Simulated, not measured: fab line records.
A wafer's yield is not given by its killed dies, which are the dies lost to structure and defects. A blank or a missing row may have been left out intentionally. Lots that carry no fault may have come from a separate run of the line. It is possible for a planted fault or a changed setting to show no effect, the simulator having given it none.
Which of the tools did it?	flow n5Finfet	15 lots, 43 wafers sampled, at 7 steps of a route of 1938

## WHAT THE GAUGES READ, wafer by wafer
N5_BEOL_M0_SAQP_CD_MEAS_25 targets a cd of 13.1 nm.
lot	measured	on	cdNm (nm)
L333	day 5 12:46	cdSem-03	12.75 12.81 13.07
L336	day 6 09:10	cdSem-02	13.11 12.29 12.87
L337	day 6 18:08	cdSem-02	12.88 13.13 12.55
L338	day 6 21:08	cdSem-03	12.63 13.00 12.61
L339	day 7 08:04	cdSem-01	13.11 13.01 12.37
L340	day 7 09:25	cdSem-01	13.12 12.91 12.57
L341	day 7 14:37	cdSem-01	12.66 13.04 12.90
L346	day 8 19:08	cdSem-02	12.77 12.53 13.06
L345	day 8 19:55	cdSem-03	13.09 12.77 12.78
L348	day 9 07:50	cdSem-01	12.62 13.19
L352	day 10 07:20	cdSem-03	- - -
L353	day 10 11:10	cdSem-02	- - -
L354	day 10 17:45	cdSem-02	- - -
L355	day 11 03:51	cdSem-02	12.71 12.59
L356	day 11 06:58	cdSem-01	12.77 12.68 12.63

N5_BEOL_M4_RC_MEAS_101.
lot	measured	on	DIBL_N (mV/V)	DIBL_P (mV/V)	IOFF_N (nA/um)	IOFF_P (nA/um)	ION_N (uA/um)	ION_P (uA/um)	SS_N (mV/dec)	SS_P (mV/dec)	VT_N (mV)	VT_P (mV)
L333	day 9 01:33	prober-01	36.9 37.4 34.7	36.5 37.4 33.0	0.14 0.16 0.11	0.21 0.22 0.15	655 682 654	453 474 453	71.7 72.2 71.3	73.7 73.2 71.9	252 250 256	-249.5 -249.0 -254.7
L336	day 9 00:37	prober-01	36.5 37.4 33.9	37.9 39.3 35.1	0.16 0.18 0.13	0.23 0.25 0.19	679 683 684	461 469 469	71.6 72.2 70.8	73.4 74.0 71.7	250 247 251	-249.5 -246.7 -251.5
L337	day 10 03:26	prober-02	37.4 39.0 37.2	37.0 40.3 37.0	0.17 0.22 0.16	0.21 0.29 0.22	670 690 673	456 470 463	72.0 71.7 71.7	73.9 75.1 73.6	248 246 249	-250.5 -246.2 -251.4
L338	day 10 01:27	prober-02	37.7 35.9 38.8	36.2 33.7 37.7	0.16 0.13 0.18	0.26 0.22 0.29	663 665 686	473 469 477	71.5 70.6 71.5	73.5 73.4 73.4	249 251 247	-245.9 -247.4 -242.1
L339	day 10 10:23	prober-02	37.2 34.2 36.3	39.3 35.6 38.2	0.18 0.13 0.16	0.27 0.20 0.25	670 674 689	471 471 482	71.9 71.5 72.2	73.8 72.4 72.7	251 251 249	-245.9 -250.3 -246.8
L340	day 11 12:11	prober-01	35.8 37.5 39.2	34.8 36.0 40.1	0.14 0.16 0.21	0.17 0.19 0.25	668 665 685	455 452 465	71.3 71.2 71.3	73.2 73.3 74.3	251 251 246	-256.8 -254.6 -250.4
L341	day 11 12:49	prober-02	37.2 35.3 36.0	39.9 37.5 37.7	0.24 0.20 0.21	0.31 0.26 0.27	693 684 682	476 476 465	72.5 71.9 71.7	74.7 73.0 73.8	244 243 245	-244.2 -245.9 -246.9
L346	day 12 19:50	prober-02	35.5 35.2 34.3	37.0 35.6 34.7	0.15 0.14 0.13	0.23 0.19 0.18	674 661 653	470 464 455	72.4 72.0 71.3	73.7 72.9 72.8	249 253 256	-248.1 -251.9 -251.0
L345	day 12 21:53	prober-01	39.3 37.7 37.1	39.7 36.7 36.1	0.22 0.18 0.17	0.27 0.23 0.21	694 657 667	469 455 465	72.1 72.0 71.3	73.3 73.9 73.1	247 249 248	-246.6 -249.7 -252.6
L348	day 13 04:04	prober-02	39.4 39.3	38.5 38.4	0.22 0.21	0.28 0.27	674 674	466 461	72.6 71.6	74.3 74.5	246 248	-247.4 -246.6
L355	day 14 10:06	prober-01	37.2 38.7	37.7 39.0	0.17 0.19	0.22 0.22	670 680	464 464	71.4 72.3	74.1 73.5	249 247	-251.2 -251.2
L356	day 15 09:13	prober-02	37.7 37.1 39.2	36.2 35.0 38.0	0.17 0.16 0.20	0.21 0.20 0.25	661 679 689	456 457 469	71.8 71.6 72.0	72.8 73.3 74.1	251 251 247	-251.5 -251.8 -249.3

## EACH LOT AND THE TOOL THAT RAN IT (in order: tool; ch and the chambers of the sampled wafers; start)
lot	N5_BEOL_M0_SAQP_PECVD_97	N5_BEOL_M0_SAQP_ETCH_83	N5_BEOL_M0_SAQP_MANDREL_ETCH_20	N5_BEOL_M0_SAQP_SPACER1_ALD_98	N5_BEOL_M0_SAQP_SPACER1_ETCHBACK_99
L333	pecvd-03 ch 0,1,2, day 5 10:14	rieDiel-02 ch 0,2,3, day 5 10:58	rieSi-04 ch 0,2,3, day 5 11:13	aldSin-01 ch 0,1,2, day 5 12:05	rieDiel-06 ch 0,2,3, day 5 12:34
L336	pecvd-01 ch 0,2, day 6 06:27	rieDiel-03 ch 0,3, day 6 07:38	rieSi-04 ch 0,1,2, day 6 07:53	aldSin-02 ch 1,2,3, day 6 08:30	rieDiel-03 ch 1,3, day 6 08:58
L337	pecvd-03 ch 0,1,2, day 6 15:03	rieDiel-03 ch 0,1,3, day 6 15:56	rieSi-06 ch 1,2,3, day 6 16:10	aldSin-04 ch 0,1,3, day 6 17:28	rieDiel-06 ch 0,2, day 6 17:57
L338	pecvd-01 ch 0,1, day 6 18:52	rieDiel-06 ch 0,2,3, day 6 19:28	rieSi-01 ch 0,1,2, day 6 19:43	aldSin-04 ch 0,1,3, day 6 20:28	rieDiel-02 ch 0,2,3, day 6 20:56
L339	pecvd-03 ch 0,2, day 7 05:50	rieDiel-03 ch 0,2, day 7 06:27	rieSi-01 ch 2,3, day 7 06:41	aldSin-04 ch 1,2,3, day 7 07:23	rieDiel-02 ch 1,2,3, day 7 07:52
L340	pecvd-03 ch 0,1,2, day 7 07:15	rieDiel-06 ch 0,1,2, day 7 07:52	rieSi-04 ch 2,3, day 7 08:07	aldSin-04 ch 0,3, day 7 08:43	rieDiel-06 ch 0,2,3, day 7 09:13
L341	pecvd-03 ch 1,2, day 7 12:06	rieDiel-03 ch 0,1,3, day 7 12:58	rieSi-04 ch 0,2, day 7 13:13	aldSin-04 ch 0,3, day 7 13:56	rieDiel-06 ch 0,1,3, day 7 14:25
L346	pecvd-01 ch 0,1,2, day 8 16:47	rieDiel-06 ch 0,1,3, day 8 17:31	rieSi-06 ch 0,2,3, day 8 17:46	aldSin-02 ch 0,2,3, day 8 18:28	rieDiel-03 ch 0,1,3, day 8 18:56
L345	pecvd-03 ch 0,1, day 8 17:38	rieDiel-06 ch 0,1,3, day 8 18:23	rieSi-04 ch 2,3, day 8 18:37	aldSin-02 ch 1,2, day 8 19:14	rieDiel-02 ch 0,1,3, day 8 19:43
L348	pecvd-01 ch 1,2, day 9 05:29	rieDiel-06 ch 0, day 9 06:17	rieSi-04 ch 0,2, day 9 06:31	aldSin-02 ch 0,1, day 9 07:08	rieDiel-02 ch 2,3, day 9 07:38
L352	pecvd-03 ch 0,1, day 10 04:44	rieDiel-03 ch 2,3, day 10 05:32	rieSi-04 ch 0,1,3, day 10 05:47	aldSin-02 ch 0,1,3, day 10 06:40	rieDiel-02 ch 0,1,3, day 10 07:08
L353	pecvd-01 ch 1,2, day 10 08:54	rieDiel-03 ch 1,2,3, day 10 09:38	rieSi-01 ch 0,1,3, day 10 09:53	aldSin-02 ch 0,1,2, day 10 10:29	rieDiel-02 ch 0,1,3, day 10 10:58
L354	pecvd-03 ch 0, day 10 15:09	rieDiel-06 ch 1,2,3, day 10 16:14	rieSi-04 ch 0,2,3, day 10 16:28	aldSin-02 ch 2,3, day 10 17:05	rieDiel-06 ch 0,2,3, day 10 17:34
L355	pecvd-03 ch 0,2, day 11 01:36	rieDiel-02 ch 0,1, day 11 02:21	rieSi-06 ch 2,3, day 11 02:36	aldSin-01 ch 1,2, day 11 03:24	rieDiel-06 ch 1,2, day 11 03:41
L356	pecvd-01 ch 0,2, day 11 04:41	rieDiel-02 ch 0,2, day 11 05:26	rieSi-01 ch 0,1, day 11 05:40	aldSin-02 ch 0,3, day 11 06:17	rieDiel-06 ch 0,2, day 11 06:46
- N5_BEOL_M0_SAQP_PECVD_97: deposits SiNx from SiH4/NH3/N2, target thk 23 nm, time 19.9 s.
- N5_BEOL_M0_SAQP_ETCH_83: etches SiARC in CF4, target depth 39 nm, time 65 s.
- N5_BEOL_M0_SAQP_MANDREL_ETCH_20: etches a-Si in HBr/Cl2, stops on SiNx, target depth 60 nm, bt time 10 s, time 30 s.
- N5_BEOL_M0_SAQP_SPACER1_ALD_98: deposits SiO2, target thk 12.8 nm, pulse time 1 s, purge time 2 s.
- N5_BEOL_M0_SAQP_SPACER1_ETCHBACK_99: etches SiO2 in CHF3/O2, target depth 15.4 nm, time 7.7 s.

## WHAT THE TOOLS THEMSELVES READ (means of the sampled wafers that have a number; where no wafer has one, the mark that the record gives instead)
N5_BEOL_M0_SAQP_PECVD_97.
lot	tool	heaterPowerW (W)	rfFwdPowerW (W)	showerheadPlenumPTorr (Torr)	throttleValvePct (%)
L333	pecvd-03	522	296.3	5.16	38.5
L336	pecvd-01	528	297.1	5.14	40.7
L337	pecvd-03	531	297.0	5.16	38.4
L338	pecvd-01	520	297.1	5.14	42.3
L339	pecvd-03	482	298.0	5.21	39.4
L340	pecvd-03	540	297.1	5.17	38.5
L341	pecvd-03	539	296.2	5.13	37.5
L346	pecvd-01	486	298.5	5.14	41.5
L345	pecvd-03	547	294.9	5.10	37.7
L348	pecvd-01	446	297.7	5.15	40.8
L352	pecvd-03	547	296.7	5.14	38.5
L353	pecvd-01	494	297.1	5.16	40.9
L354	pecvd-03	542	298.2	5.18	39.5
L355	pecvd-03	529	297.7	5.20	37.1
L356	pecvd-01	535	298.3	5.14	42.3

N5_BEOL_M0_SAQP_ETCH_83.
lot	tool	biasW (W)	cf4FlowSccm (sccm)	drypumpMotorCurrentA (A)	etchRfOnTimeS (s)	oesProductAu (a.u.)	rfFwdPowerW (W)	rfVppV (V)	showerheadPlenumPTorr (Torr)	throttleValvePct (%)
L333	rieDiel-02	36.11	99.9	5.6	64.7	0.65	534.8	183.7	2.14	15.88
L336	rieDiel-03	36.00	100.1	5.8	64.6	0.63	537.8	184.0	2.07	15.65
L337	rieDiel-03	36.02	100.0	5.5	65.8	0.66	540.0	183.2	2.09	15.70
L338	rieDiel-06	36.07	100.3	5.5	66.4	0.60	539.4	183.3	2.13	15.69
L339	rieDiel-03	36.03	100.3	6.0	65.1	0.64	537.9	183.6	2.06	15.52
L340	rieDiel-06	36.13	100.1	5.7	65.8	0.68	540.3	184.0	2.18	15.52
L341	rieDiel-03	36.02	100.3	5.6	65.9	0.65	540.5	183.2	2.09	15.71
L346	rieDiel-06	35.91	99.8	5.9	64.3	0.76	538.2	183.6	2.14	15.55
L345	rieDiel-06	35.90	100.1	5.9	64.4	0.75	538.2	183.9	2.14	15.54
L348	rieDiel-06	35.95	100.3	5.0	63.8	0.82	542.7	184.4	2.20	15.25
L352	rieDiel-03	36.03	99.9	5.6	64.2	0.68	537.2	182.4	2.08	15.50
L353	rieDiel-03	35.97	100.0	5.5	65.0	0.72	538.6	182.5	2.09	15.55
L354	rieDiel-06	36.12	100.1	6.1	64.4	0.66	536.9	183.4	2.11	15.65
L355	rieDiel-02	36.01	100.0	5.6	62.9	0.71	537.4	183.9	2.16	15.63
L356	rieDiel-02	36.00	99.9	5.8	64.2	0.77	536.0	183.7	2.13	15.55

N5_BEOL_M0_SAQP_MANDREL_ETCH_20.
lot	tool	HBr_flow_sccm (sccm)	biasW (W)	drypumpMotorCurrentA (A)	oesProductAu (a.u.)	rfFwdPowerW (W)	throttleValvePct (%)
L333	rieSi-04	149.9	75.16	5.3	0.760	796.9	35.40
L336	rieSi-04	150.2	74.93	5.5	0.775	793.6	35.52
L337	rieSi-06	149.9	74.87	4.9	0.770	794.6	35.43
L338	rieSi-01	149.7	74.94	6.3	0.788	794.0	35.42
L339	rieSi-01	149.9	74.87	5.9	0.773	792.6	35.34
L340	rieSi-04	149.7	75.08	5.0	0.758	796.6	35.49
L341	rieSi-04	150.0	74.89	5.5	0.761	796.7	35.56
L346	rieSi-06	150.1	75.05	5.3	0.775	796.9	35.29
L345	rieSi-04	149.8	74.91	5.2	0.761	797.8	35.66
L348	rieSi-04	149.8	75.18	5.5	0.767	794.0	35.48
L352	rieSi-04	-	-	-	-	-	-
L353	rieSi-01	-	-	-	-	-	-
L354	rieSi-04	-	-	-	-	-	-
L355	rieSi-06	150.7	74.70	5.0	0.779	795.3	35.50
L356	rieSi-01	150.1	75.06	6.4	0.780	795.6	35.43

N5_BEOL_M0_SAQP_SPACER1_ALD_98.
lot	tool	heaterPowerW (W)	precursorPulseHeightRel
L333	aldSin-01	470	1.013
L336	aldSin-02	470	0.991
L337	aldSin-04	473	0.991
L338	aldSin-04	478	1.016
L339	aldSin-04	489	1.005
L340	aldSin-04	469	0.995
L341	aldSin-04	437	1.012
L346	aldSin-02	483	0.996
L345	aldSin-02	463	1.007
L348	aldSin-02	470	0.977
L352	aldSin-02	478	0.992
L353	aldSin-02	459	0.983
L354	aldSin-02	496	0.990
L355	aldSin-01	445	0.992
L356	aldSin-02	505	0.995

N5_BEOL_M0_SAQP_SPACER1_ETCHBACK_99.
lot	tool	CHF3_flow_sccm (sccm)	drypumpMotorCurrentA (A)	oesProductAu (a.u.)	rfFwdPowerW (W)	rfVppV (V)	showerheadPlenumPTorr (Torr)	throttleValvePct (%)
L333	rieDiel-06	49.93	5.5	0.71	648.0	526	2.40	18.97
L336	rieDiel-03	49.95	5.3	0.81	647.8	519	2.38	19.04
L337	rieDiel-06	50.16	5.1	0.70	647.4	529	2.46	18.91
L338	rieDiel-02	49.92	5.6	0.75	644.5	518	2.41	19.21
L339	rieDiel-02	49.97	5.9	0.79	644.3	519	2.39	19.05
L340	rieDiel-06	49.95	5.5	0.70	647.1	526	2.39	18.99
L341	rieDiel-06	49.97	5.9	0.79	646.2	529	2.41	19.00
L346	rieDiel-03	49.87	5.6	0.86	646.6	518	2.35	18.85
L345	rieDiel-02	49.93	5.6	0.87	644.3	522	2.40	18.93
L348	rieDiel-02	50.03	5.9	0.91	643.7	516	2.38	18.97
L352	rieDiel-02	49.88	5.6	0.31	644.9	523	2.40	18.84
L353	rieDiel-02	50.05	5.6	0.31	644.7	523	2.40	18.83
L354	rieDiel-06	50.01	5.5	0.30	647.3	525	2.39	18.77
L355	rieDiel-06	49.93	6.0	0.82	643.2	536	2.43	18.80
L356	rieDiel-06	50.10	5.3	0.79	648.1	531	2.43	18.73

## THE ANSWER, worked out from the rows above alone
Rule: what is usual is taken from the lots themselves. Put in order of their means at a reading, lots are off if they are a third of the lots or fewer, leave a main group of 4 or more, and stand apart from it by a gap of 3 or more times the standard deviation of the main group's means; of several such gaps the widest counts. The tables above print the reading to a certain number of digits; a main group whose means all agree to those digits is not used. Also off: a lot with no number at a reading for which 4 or more lots have one. The other lots that the step has rows for count as sound. The gauges are gone through in route order, then the tools' own readings, and for those a lot's mean is taken as printed above. At the first step where some lot is off, the reading lying furthest off is the one used; lots without a number count as furthest.
Off: L352, L353, L354 (N5_BEOL_M0_SAQP_CD_MEAS_25, cdNm). Without a number there: L352, L353, L354. Mean 12.81 nm and standard deviation 0.078 in the main group.
If a tool, at a process step before that reading, ran all the lots that are off and no sound lot after the first of them, it fits. The gauges at N5_BEOL_M0_SAQP_CD_MEAS_25 aren't tried: what is off there is off at N5_BEOL_M0_SAQP_MANDREL_ETCH_20 too, on other tools, and a gauge's error can't cause that. Not one of the candidates tried fits.

## WHAT WAS PUT IN BY THE SIMULATOR
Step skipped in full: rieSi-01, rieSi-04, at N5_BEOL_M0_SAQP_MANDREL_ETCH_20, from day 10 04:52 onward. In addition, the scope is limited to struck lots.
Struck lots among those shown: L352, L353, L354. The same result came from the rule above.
